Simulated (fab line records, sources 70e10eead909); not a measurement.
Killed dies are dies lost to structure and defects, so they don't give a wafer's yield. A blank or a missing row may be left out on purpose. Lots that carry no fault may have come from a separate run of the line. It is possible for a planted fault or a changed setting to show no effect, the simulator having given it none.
A struck lot beside a sound one -- flow nand harc -- 15 steps out of a route of 1159
Sound: these wafers, L206.1, L206.2, L206.4. The struck wafers were L220.1, L220.2, L220.4. Last of all comes the cause.
At each step with rows: each side's tool, then ch and its chambers, then its first start. Under that, the readings that differ: sound wafers -- struck wafers -- difference of the means -- sigmas: that difference in standard deviations of wafers without a fault.
alike: words and numbers the same on both sides, and readings whose means are apart by under 2 such deviations; not compared: readings that were withheld, readings missing a value for some wafer, numbers with overlapping values and no deviation given by the record, and bounds like >300 which may hide the same value.
A row with sigmas, a row that says differs or no value, or rows on one side alone: a step with any of these is where the two part. Numbers that have no deviation but don't overlap get no sigmas and don't part them. Lack of a reading on every wafer of one side parts them only where that side has two or more wafers.

first, 4 steps without rows for these wafers: NHARC_P_GATE_PRECLEAN_71 (cleans in SC1); NHARC_P_GATE_SRD_72; NHARC_P_GATE_OXIDE_16 (material SiO2, target thk 3 nm, ox time 392 s); NHARC_P_GATE_CVD_17 (deposits poly-Si, target thk 150 nm, time 900 s).
NHARC_P_GATE_HM_DEP_102: deposits aC, target thk 120 nm.
  sound on acl dep-03 ch 0, day 5 05:13; struck on acl dep-01 ch 0, day 8 10:34
  alike: throttle valve pct
NHARC_P_GATE_DEP_103: deposits SiON, target thk 30 nm.
  sound on pecvd-02 ch 0,1,2, day 5 05:54; struck on pecvd-04 ch 0,2, day 8 11:14
  alike: heater power w
then, 6 steps without rows for these wafers: NHARC_P_GATE_DEHYDRATE_18 (time 120 s); NHARC_P_GATE_HMDS_19 (time 30 s); NHARC_P_GATE_COAT_20 (resist thk 90 nm); NHARC_P_GATE_SOFTBAKE_21 (time 55 s); NHARC_P_GATE_EBR_22; NHARC_P_GATE_EXPOSE_23 (exposes mask P GATE, target cd 120 nm).
NHARC_P_GATE_PEB_24: peb time 65 s.
  sound on litho track-06 ch 0, day 5 06:37; struck on litho track-06 ch 0, day 8 11:44
reading,sound,struck,difference,sigmas
heater power total W (W),156.4 156.0 155.9,344.0 346.9 347.0,+189.9,+99 or more
then, 1 step without rows for these wafers: NHARC_P_GATE_DEVELOP_25 (develop time 35 s).
NHARC_P_GATE_CD_MEAS_26 targets a cd of 120 nm.
  sound on cd sem-02 ch 0, day 5 06:41; struck on cd sem-01 ch 0
reading,sound,struck,difference,sigmas
cd nm (nm),119.5 119.1 119.3,185.6 185.1 185.5,+66.1,+99 or more
  not compared: hold

WHERE THEY PART
At NHARC_P_GATE_PEB_24 first; at NHARC_P_GATE_CD_MEAS_26 last (within this record only).

WHY: the cause the simulator had injected
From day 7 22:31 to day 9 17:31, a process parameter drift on litho track-06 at NHARC_P_GATE_PEB_24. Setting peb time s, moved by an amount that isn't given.
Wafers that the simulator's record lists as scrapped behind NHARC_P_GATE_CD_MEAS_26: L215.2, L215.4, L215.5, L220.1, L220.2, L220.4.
